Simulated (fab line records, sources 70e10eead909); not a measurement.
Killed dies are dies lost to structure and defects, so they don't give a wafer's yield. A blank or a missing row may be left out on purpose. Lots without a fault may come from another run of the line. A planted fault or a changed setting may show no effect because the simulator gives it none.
Which tool did it? | flow nand_harc | 24 lots, 72 wafers sampled, at 6 steps of a route of 1302

WHAT THE GAUGES READ, wafer by wafer
NHARC_A_CONTACT_OVL_MEAS_09.
lot  | measured     | on         | overlay_x_nm (nm) | overlay_y_nm (nm)
L075 | day 22 15:37 | overlay-02 | -0.5 -0.2 0.0     | 0.3 0.4 0.0
L074 | day 22 23:38 | overlay-02 | -0.4 -0.5 -0.6    | 0.2 0.5 0.4
L076 | day 23 12:52 | overlay-02 | -0.1 0.0 -0.1     | -1.6 -0.9 -1.0
L077 | day 23 22:06 | overlay-01 | 1.6 1.1 1.3       | 1.0 1.0 1.1
L078 | day 24 06:29 | overlay-02 | -1.4 -1.2 -1.2    | -0.8 -0.9 -0.6
L080 | day 24 19:44 | overlay-01 | 0.8 1.2 0.8       | -0.9 -0.3 -0.6
L079 | day 24 22:47 | overlay-01 | 0.1 -0.4 0.6      | -0.2 0.1 0.2
L081 | day 25 06:37 | overlay-02 | 0.0 0.2 0.3       | 1.2 0.9 1.1
L082 | day 25 23:24 | overlay-01 | -0.5 -1.8 -1.7    | -1.0 -0.9 -0.8
L086 | day 26 13:24 | overlay-01 | -0.8 -0.2 -0.3    | -0.8 0.0 -0.1
L083 | day 26 16:08 | overlay-02 | 0.1 -0.5 0.7      | -1.0 -0.5 -0.9
L084 | day 27 05:17 | overlay-02 | -1.6 -2.2 -2.1    | 0.8 0.8 1.1
L085 | day 27 11:20 | overlay-02 | 1.0 0.9 1.0       | 0.2 -0.5 0.0
L087 | day 28 00:28 | overlay-01 | -1.5 -0.2 -0.5    | -0.3 0.6 0.4
L089 | day 28 06:15 | overlay-01 | 1.1 1.0 0.6       | 1.0 1.5 1.1
L088 | day 28 15:00 | overlay-01 | 1.3 1.6 1.0       | 0.1 0.0 -0.2
L090 | day 28 19:36 | overlay-01 | 0.5 0.1 0.6       | -1.6 -1.6 -1.4
L092 | day 29 13:10 | overlay-02 | -1.3 -1.5 -1.1    | 0.0 0.3 0.4
L091 | day 29 16:39 | overlay-01 | 0.3 0.6 0.6       | -0.5 -0.1 -0.6
L093 | day 29 22:47 | overlay-01 | -0.6 -0.2 -0.3    | 1.1 1.2 1.1
L094 | day 30 14:14 | overlay-01 | -0.6 -0.3 0.0     | 0.8 0.9 0.7
L095 | day 30 16:30 | overlay-02 | 0.5 0.6 0.3       | 0.6 0.3 0.6
L096 | day 31 05:55 | overlay-01 | -1.2 -1.3 -1.2    | 0.3 0.2 0.3
L097 | day 32 15:09 | overlay-02 | -0.4 0.3 0.0      | -0.6 0.1 -0.2

NHARC_A_BLC_INSPECT_12.
lot  | measured     | on                | raw_defect_count
L075 | day 22 21:56 | defect_inspect-01 | 110 121 128
L074 | day 23 06:53 | defect_inspect-01 | 28 20 22
L076 | day 23 20:17 | defect_inspect-02 | 122 131 107
L077 | day 24 05:20 | defect_inspect-01 | 70 69 77
L078 | day 24 12:49 | defect_inspect-01 | 69 71 66
L080 | day 25 02:14 | defect_inspect-02 | 76 75 51
L079 | day 25 05:10 | defect_inspect-01 | 124 118 138
L081 | day 25 13:45 | defect_inspect-02 | 172 148 151
L082 | day 26 05:58 | defect_inspect-01 | 24 30 40
L086 | day 26 22:18 | defect_inspect-01 | 44 38 41
L083 | day 27 01:01 | defect_inspect-02 | 132 111 113
L084 | day 27 11:43 | defect_inspect-02 | 69 78 63
L085 | day 27 18:15 | defect_inspect-02 | 124 105 119
L087 | day 28 06:46 | defect_inspect-02 | 94 104 95
L089 | day 28 12:50 | defect_inspect-02 | 80 63 77
L088 | day 29 00:46 | defect_inspect-02 | 105 107 111
L090 | day 29 02:42 | defect_inspect-02 | 138 134 149
L092 | day 29 19:33 | defect_inspect-01 | 127 106 118
L091 | day 29 22:59 | defect_inspect-02 | 59 54 75
L093 | day 30 05:02 | defect_inspect-01 | 73 83 82
L094 | day 30 20:50 | defect_inspect-02 | 60 74 60
L095 | day 30 22:43 | defect_inspect-02 | 93 89 86
L096 | day 31 12:46 | defect_inspect-01 | 135 128 127
L097 | day 32 21:25 | defect_inspect-02 | 23 32 15

NHARC_A_M0_CD_MEAS_09: target cd 80 nm.
lot  | measured     | on        | cd_nm (nm)
L075 | day 23 02:01 | cd_sem-01 | 80.5 80.4 80.0
L074 | day 23 10:40 | cd_sem-02 | 79.6 80.2 80.6
L076 | day 24 00:11 | cd_sem-02 | 81.4 81.0 80.7
L077 | day 24 09:15 | cd_sem-02 | 80.6 80.7 79.9
L078 | day 24 16:44 | cd_sem-01 | 78.8 79.9 80.0
L080 | day 25 06:01 | cd_sem-02 | 78.5 80.8 80.6
L079 | day 25 09:01 | cd_sem-01 | 79.9 80.1 79.3
L081 | day 25 17:58 | cd_sem-03 | 81.0 80.2 80.3
L082 | day 26 09:47 | cd_sem-01 | 80.9 81.1 80.6
L086 | day 27 02:19 | cd_sem-02 | 81.2 80.3 80.1
L083 | day 27 04:54 | cd_sem-02 | 80.1 80.6 80.2
L084 | day 27 15:29 | cd_sem-02 | 79.4 80.8 80.3
L085 | day 27 22:17 | cd_sem-01 | 79.5 79.2 80.3
L087 | day 28 10:40 | cd_sem-03 | 80.1 80.0 80.3
L089 | day 28 16:43 | cd_sem-03 | 81.2 80.5 80.6
L088 | day 29 04:32 | cd_sem-01 | 80.1 80.9 80.5
L090 | day 29 06:29 | cd_sem-01 | 79.7 79.9 80.1
L092 | day 29 23:47 | cd_sem-01 | 80.9 80.1 80.2
L091 | day 30 02:53 | cd_sem-01 | 80.1 80.6 80.4
L093 | day 30 09:07 | cd_sem-03 | 80.2 80.8 80.6
L094 | day 31 00:38 | cd_sem-01 | 80.1 80.2 80.1
L095 | day 31 02:33 | cd_sem-02 | 79.0 79.8 79.8
L096 | day 31 16:41 | cd_sem-03 | 79.0 79.4 79.5
L097 | day 33 01:21 | cd_sem-03 | 80.0 80.6 80.3

WHICH TOOL RAN EACH LOT (tool, then ch and the chambers of the sampled wafers, then the start)
lot  | NHARC_A_CONTACT_ETCH_89                       | NHARC_A_CONTACT_ALD_18              | NHARC_A_CONTACT_CVD_19
L075 | rie_diel-04 ch 0,1,3, day 22 19:52 or earlier | ald_metal-01 ch 0,2, day 22 19:52   | cvd_w-01 ch 0,1, day 22 21:56 or earlier
L074 | rie_diel-07 ch 1,2, day 23 04:44 or earlier   | ald_metal-02 ch 1,2, day 23 04:44   | cvd_w-01 ch 0,1, day 23 06:53 or earlier
L076 | rie_diel-07 ch 0,3, day 23 18:18 or earlier   | ald_metal-04 ch 0,1, day 23 18:18   | cvd_w-02 ch 0,1, day 23 20:17 or earlier
L077 | rie_diel-04 ch 2,3, day 24 03:11 or earlier   | ald_metal-04 ch 1,3, day 24 03:11   | cvd_w-02 ch 1, day 24 05:20 or earlier
L078 | rie_diel-07 ch 0,1, day 24 10:44 or earlier   | ald_metal-01 ch 0,1,3, day 24 10:44 | cvd_w-01 ch 0,1, day 24 12:49 or earlier
L080 | rie_diel-07 ch 1,3, day 25 00:07 or earlier   | ald_metal-02 ch 1,2, day 25 00:07   | cvd_w-01 ch 0,1, day 25 02:14 or earlier
L079 | rie_diel-04 ch 0,1,2, day 25 03:04 or earlier | ald_metal-04 ch 0,2,3, day 25 03:04 | cvd_w-01 ch 0,1, day 25 05:10 or earlier
L081 | rie_diel-07 ch 0,2,3, day 25 11:02 or earlier | ald_metal-02 ch 1,2,3, day 25 11:02 | cvd_w-02 ch 1, day 25 13:45 or earlier
L082 | rie_diel-07 ch 0,2,3, day 26 03:57 or earlier | ald_metal-01 ch 0,1,2, day 26 03:57 | cvd_w-01 ch 0,1, day 26 05:58 or earlier
L086 | rie_diel-07 ch 0,3, day 26 13:50              | ald_metal-04 ch 1,2, day 26 20:10   | cvd_w-01 ch 0,1, day 26 22:18 or earlier
L083 | rie_diel-07 ch 0,3, day 26 17:41              | ald_metal-02 ch 0,2,3, day 26 22:56 | cvd_w-01 ch 0,1, day 27 01:01 or earlier
L084 | rie_diel-11 ch 2,3, day 27 09:44 or earlier   | ald_metal-04 ch 0,1,3, day 27 09:44 | cvd_w-01 ch 0,1, day 27 11:43 or earlier
L085 | rie_diel-11 ch 0,1,2, day 27 16:14 or earlier | ald_metal-04 ch 1,3, day 27 16:14   | cvd_w-01 ch 0,1, day 27 18:15 or earlier
L087 | rie_diel-07 ch 1,2,3, day 28 04:44 or earlier | ald_metal-02 ch 0,1,3, day 28 04:44 | cvd_w-01 ch 0,1, day 28 06:46 or earlier
L089 | rie_diel-11 ch 0,2, day 28 10:43 or earlier   | ald_metal-02 ch 2,3, day 28 10:43   | cvd_w-01 ch 0,1, day 28 12:50 or earlier
L088 | rie_diel-07 ch 0,1, day 28 22:38 or earlier   | ald_metal-02 ch 0,1,3, day 28 22:38 | cvd_w-02 ch 0,1, day 29 00:46 or earlier
L090 | rie_diel-11 ch 0,1,2, day 29 00:36 or earlier | ald_metal-04 ch 0,2,3, day 29 00:36 | cvd_w-01 ch 0,1, day 29 02:42 or earlier
L092 | rie_diel-07 ch 0,1,3, day 29 17:28 or earlier | ald_metal-02 ch 1,2,3, day 29 17:28 | cvd_w-02 ch 0,1, day 29 19:33 or earlier
L091 | rie_diel-07 ch 1,2,3, day 29 20:59 or earlier | ald_metal-04 ch 0,1,3, day 29 20:59 | cvd_w-01 ch 0,1, day 29 22:59 or earlier
L093 | rie_diel-04 ch 0,2, day 30 03:05 or earlier   | ald_metal-02 ch 0,2,3, day 30 03:05 | cvd_w-02 ch 0,1, day 30 05:02 or earlier
L094 | rie_diel-04 ch 1,2,3, day 30 18:43 or earlier | ald_metal-01 ch 1,2,3, day 30 18:43 | cvd_w-01 ch 1, day 30 20:50 or earlier
L095 | rie_diel-07 ch 0,2,3, day 30 20:44 or earlier | ald_metal-04 ch 0,1,3, day 30 20:44 | cvd_w-02 ch 0,1, day 30 22:43 or earlier
L096 | rie_diel-07 ch 0,1,3, day 31 10:39 or earlier | ald_metal-02 ch 1,2,3, day 31 10:39 | cvd_w-02 ch 0,1, day 31 12:46 or earlier
L097 | rie_diel-07 ch 1,2, day 32 19:25 or earlier   | ald_metal-01 ch 0,2,3, day 32 19:25 | cvd_w-02 ch 0,1, day 32 21:25 or earlier
- NHARC_A_CONTACT_ETCH_89: etches the open film in N2/H2, target depth 260 nm, time 475.3 s.
- NHARC_A_CONTACT_ALD_18: deposits TiN, target thk 3 nm, pulse time 1 s, ald cycles 150.
- NHARC_A_CONTACT_CVD_19: deposits W, target thk 300 nm, time 802 s.

WHAT THE TOOLS THEMSELVES READ (means of the sampled wafers that have a number; where no wafer has one, the mark that the record gives instead)
NHARC_A_CONTACT_ETCH_89.
lot  | tool        | bias_w (W) | drypump_motor_current_A (A) | oes_product_au (a.u.) | rf_vpp_V (V) | showerhead_plenum_p_Torr (Torr) | throttle_valve_pct (%)
L075 | rie_diel-04 | 150.0      | 5.6                         | 1.001                 | 431.9        | 2.09                            | 14.176
L074 | rie_diel-07 | 150.0      | 5.6                         | 1.010                 | 431.1        | 2.08                            | 14.170
L076 | rie_diel-07 | 150.3      | 5.1                         | 1.005                 | 431.4        | 2.06                            | 14.170
L077 | rie_diel-04 | 149.8      | 5.3                         | 1.003                 | 430.9        | 2.08                            | 14.162
L078 | rie_diel-07 | 149.8      | 5.4                         | 0.991                 | 433.0        | 2.13                            | 14.171
L080 | rie_diel-07 | 150.5      | 5.8                         | 0.999                 | 433.5        | 2.15                            | 14.170
L079 | rie_diel-04 | 150.5      | 5.6                         | 0.992                 | 432.4        | 2.13                            | 14.168
L081 | rie_diel-07 | 150.6      | 5.4                         | 0.998                 | 430.8        | 2.05                            | 14.173
L082 | rie_diel-07 | 150.0      | 5.4                         | 0.994                 | 431.2        | 2.05                            | 14.167
L086 | rie_diel-07 | 150.1      | 5.6                         | 0.999                 | 432.5        | 2.08                            | 14.180
L083 | rie_diel-07 | 150.1      | 5.1                         | 0.995                 | 431.3        | 2.05                            | 14.171
L084 | rie_diel-11 | 149.9      | 5.5                         | 0.998                 | 428.6        | 1.97                            | 14.177
L085 | rie_diel-11 | 150.2      | 5.8                         | 1.005                 | 430.3        | 2.03                            | 14.178
L087 | rie_diel-07 | 149.7      | 5.7                         | 0.996                 | 432.4        | 2.09                            | 14.168
L089 | rie_diel-11 | 150.3      | 5.6                         | 0.992                 | 432.9        | 2.11                            | 14.175
L088 | rie_diel-07 | 149.7      | 5.0                         | 0.992                 | 432.1        | 2.08                            | 14.168
L090 | rie_diel-11 | 149.8      | 5.8                         | 1.003                 | 430.6        | 2.03                            | 14.172
L092 | rie_diel-07 | 149.6      | 5.4                         | 0.982                 | 431.2        | 2.10                            | 14.171
L091 | rie_diel-07 | 150.0      | 5.7                         | 0.995                 | 431.9        | 2.09                            | 14.180
L093 | rie_diel-04 | 150.1      | 5.5                         | 0.994                 | 432.3        | 2.12                            | 14.167
L094 | rie_diel-04 | 149.8      | 5.5                         | 0.989                 | 432.5        | 2.11                            | 14.172
L095 | rie_diel-07 | 150.2      | 5.4                         | 0.993                 | 431.0        | 2.05                            | 14.173
L096 | rie_diel-07 | 150.1      | 5.5                         | 0.995                 | 432.5        | 2.10                            | 14.171
L097 | rie_diel-07 | 150.1      | 5.7                         | 0.996                 | 432.7        | 2.11                            | 14.176

NHARC_A_CONTACT_ALD_18.
lot  | tool         | heater_power_w (W) | precursor_pulse_height_rel
L075 | ald_metal-01 | 979                | 1.024
L074 | ald_metal-02 | 1050               | 0.998
L076 | ald_metal-04 | 1020               | 0.993
L077 | ald_metal-04 | 1123               | 0.985
L078 | ald_metal-01 | 1127               | 1.003
L080 | ald_metal-02 | 1078               | 0.986
L079 | ald_metal-04 | 1074               | 0.979
L081 | ald_metal-02 | 1077               | 1.002
L082 | ald_metal-01 | 1038               | 1.009
L086 | ald_metal-04 | 970                | 0.996
L083 | ald_metal-02 | 1086               | 0.995
L084 | ald_metal-04 | 1089               | 0.985
L085 | ald_metal-04 | 1138               | 1.037
L087 | ald_metal-02 | 1068               | 1.008
L089 | ald_metal-02 | 1120               | 0.993
L088 | ald_metal-02 | 1077               | 0.988
L090 | ald_metal-04 | 1046               | 1.009
L092 | ald_metal-02 | 1084               | 1.005
L091 | ald_metal-04 | 1081               | 1.008
L093 | ald_metal-02 | 1092               | 0.994
L094 | ald_metal-01 | 1079               | 1.004
L095 | ald_metal-04 | 1067               | 0.981
L096 | ald_metal-02 | 1079               | 0.987
L097 | ald_metal-01 | 1068               | 0.994

NHARC_A_CONTACT_CVD_19.
lot  | tool     | heater_power_w (W) | throttle_valve_pct (%)
L075 | cvd_w-01 | 486                | 7.87
L074 | cvd_w-01 | 487                | 7.72
L076 | cvd_w-02 | 405                | 8.21
L077 | cvd_w-02 | 445                | 8.11
L078 | cvd_w-01 | 508                | 7.84
L080 | cvd_w-01 | 470                | 7.69
L079 | cvd_w-01 | 478                | 7.57
L081 | cvd_w-02 | 446                | 8.11
L082 | cvd_w-01 | 510                | 7.85
L086 | cvd_w-01 | 507                | 7.65
L083 | cvd_w-01 | 507                | 7.91
L084 | cvd_w-01 | 481                | 7.70
L085 | cvd_w-01 | 482                | 7.84
L087 | cvd_w-01 | 477                | 7.56
L089 | cvd_w-01 | 480                | 7.90
L088 | cvd_w-02 | 404                | 8.10
L090 | cvd_w-01 | 510                | 7.67
L092 | cvd_w-02 | 395                | 7.95
L091 | cvd_w-01 | 486                | 7.95
L093 | cvd_w-02 | 393                | 8.11
L094 | cvd_w-01 | 541                | 7.95
L095 | cvd_w-02 | 404                | 8.22
L096 | cvd_w-02 | 401                | 8.06
L097 | cvd_w-02 | 396                | 8.14

THE ANSWER, worked out from the rows above alone
Rule: what is usual is taken from the lots themselves. Put in order of their means at a reading, lots are off if they are a third of the lots or fewer, leave a main group of 4 or more, and stand apart from it by a gap of 3 or more times the standard deviation of the main group's means; of several such gaps the widest counts. A main group whose means are all the same, to the digits that the tables above print for the reading, isn't used. A lot without any number at a reading at which 4 lots or more have one is off too. The other lots that the step has rows for count as sound. The gauges are gone through in route order, then the tools' own readings, and for those a lot's mean is taken as printed above. The first step at which some lot is off is used, and at that step the reading that is off furthest; a lot without a number counts as furthest.
No lot is off at any reading shown: from this, nothing can be told.

WHAT THE SIMULATOR HAD PUT IN
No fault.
